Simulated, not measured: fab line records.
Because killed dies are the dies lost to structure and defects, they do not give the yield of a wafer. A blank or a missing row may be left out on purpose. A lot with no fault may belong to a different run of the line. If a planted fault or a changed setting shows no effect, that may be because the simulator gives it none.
Check of tool commonality | flow nand harc | Sampled: 2 lots, 6 wafers

== THE REASON FOR OPENING IT ==
At NHARC_END_SORT_01 the reading killed at array is flagged on 2 of 2 lots. Fault-free wafers read 28, with a standard deviation of 10.
Rule: a lot is flagged in two cases, either no wafer of it has a number, or all its wafers with numbers fall more than 4 standard deviations from that mean. All remaining lots are regarded as sound.

lot  | measured     | on        | killed at array, wafer by wafer | flag
L471 | day 24 03:14 | prober-02 | 673 673 674                     | FLAGGED
L478 | day 24 09:18 | prober-01 | 675 676 675                     | FLAGGED
The numbers of the flagged lots are 674 on average: +646 against the usual, or +65 standard deviations.

== EACH LOT AND THE TOOL IT RAN ON ==
The record holds 4 process steps before the reading, out of a route of 1159 steps. Read each cell as the tool, then ch plus the chambers that the sampled wafers visited, then the start.
lot  | flag    | NHARC_A_STAIRCASE_DESCUM_219       | NHARC_A_STAIRCASE_ETCH_221         | NHARC_A_STAIRCASE_ETCH_223                  | NHARC_A_STAIRCASE_TRIM_231
L471 | FLAGGED | rie diel-10 ch 0,1,2, day 14 21:08 | rie diel-10 ch 2,3, day 14 21:25   | rie diel-10 ch 0,1, day 24 03:14 or earlier | rie diel-10 ch 1,3, day 24 03:14 or earlier
L478 | FLAGGED | rie diel-10 ch 1,2,3, day 15 17:14 | rie diel-10 ch 1,2,3, day 15 17:29 | rie diel-06 ch 1,2,3, day 15 17:44          | rie diel-06 ch 0,1,3, day 24 09:18 or earlier
What the steps here do:
- NHARC_A_STAIRCASE_DESCUM_219: chemistry O2, time 3 s.
- NHARC_A_STAIRCASE_ETCH_221: etches the open film in C4F8/O2, target depth 100 nm, time 40.5 s.
- NHARC_A_STAIRCASE_ETCH_223: etches the open film in C4F8/O2, target depth 100 nm, time 40.5 s.
- NHARC_A_STAIRCASE_TRIM_231: chemistry O2, time 211.2 s.
- NHARC_END_SORT_01

== FLAGGED OVER TOTAL, TOOL BY TOOL (the gauges that took the reading come last) ==
step                         | tool        | lots run | flagged | share of the flagged lots | sound lots run after its first flagged lot
NHARC_A_STAIRCASE_DESCUM_219 | rie diel-10 | 2        | 2       | all                       | 0
NHARC_A_STAIRCASE_ETCH_221   | rie diel-10 | 2        | 2       | all                       | 0
NHARC_A_STAIRCASE_ETCH_223   | rie diel-06 | 1        | 1       | some                      | 0
NHARC_A_STAIRCASE_ETCH_223   | rie diel-10 | 1        | 1       | some                      | 0
NHARC_A_STAIRCASE_TRIM_231   | rie diel-06 | 1        | 1       | some                      | 0
NHARC_A_STAIRCASE_TRIM_231   | rie diel-10 | 1        | 1       | some                      | 0
NHARC_END_SORT_01            | prober-01   | 1        | 1       | some                      | 0
NHARC_END_SORT_01            | prober-02   | 1        | 1       | some                      | 0
Because NHARC_A_STAIRCASE_ETCH_223 lacks a start for some lots, the hours and order of its lots are taken from NHARC_END_SORT_01. Because NHARC_A_STAIRCASE_TRIM_231 lacks a start for some lots, the hours and order of its lots are taken from NHARC_END_SORT_01.

== WHAT IS ALLOWED BY THE TABLE ==
rie diel-10 at NHARC_A_STAIRCASE_DESCUM_219 and rie diel-10 at NHARC_A_STAIRCASE_ETCH_221 are the 2 rows of the table that ran each flagged lot.
- rie diel-10 at NHARC_A_STAIRCASE_DESCUM_219: 2 of its 2 lots flagged. No sound lot ran on it before its first flagged lot in this sample; the start therefore can't be narrowed down.
- rie diel-10 at NHARC_A_STAIRCASE_ETCH_221: 2 of its 2 lots flagged. No sound lot ran on it before its first flagged lot in this sample; the start therefore can't be narrowed down. Its own readings (oes product au) fall more than 4 standard deviations out on all wafers of the flagged lots.
Left over: one tool, rie diel-10 at NHARC_A_STAIRCASE_DESCUM_219 and NHARC_A_STAIRCASE_ETCH_221.

== WHAT WAS PUT IN BY THE SIMULATOR ==
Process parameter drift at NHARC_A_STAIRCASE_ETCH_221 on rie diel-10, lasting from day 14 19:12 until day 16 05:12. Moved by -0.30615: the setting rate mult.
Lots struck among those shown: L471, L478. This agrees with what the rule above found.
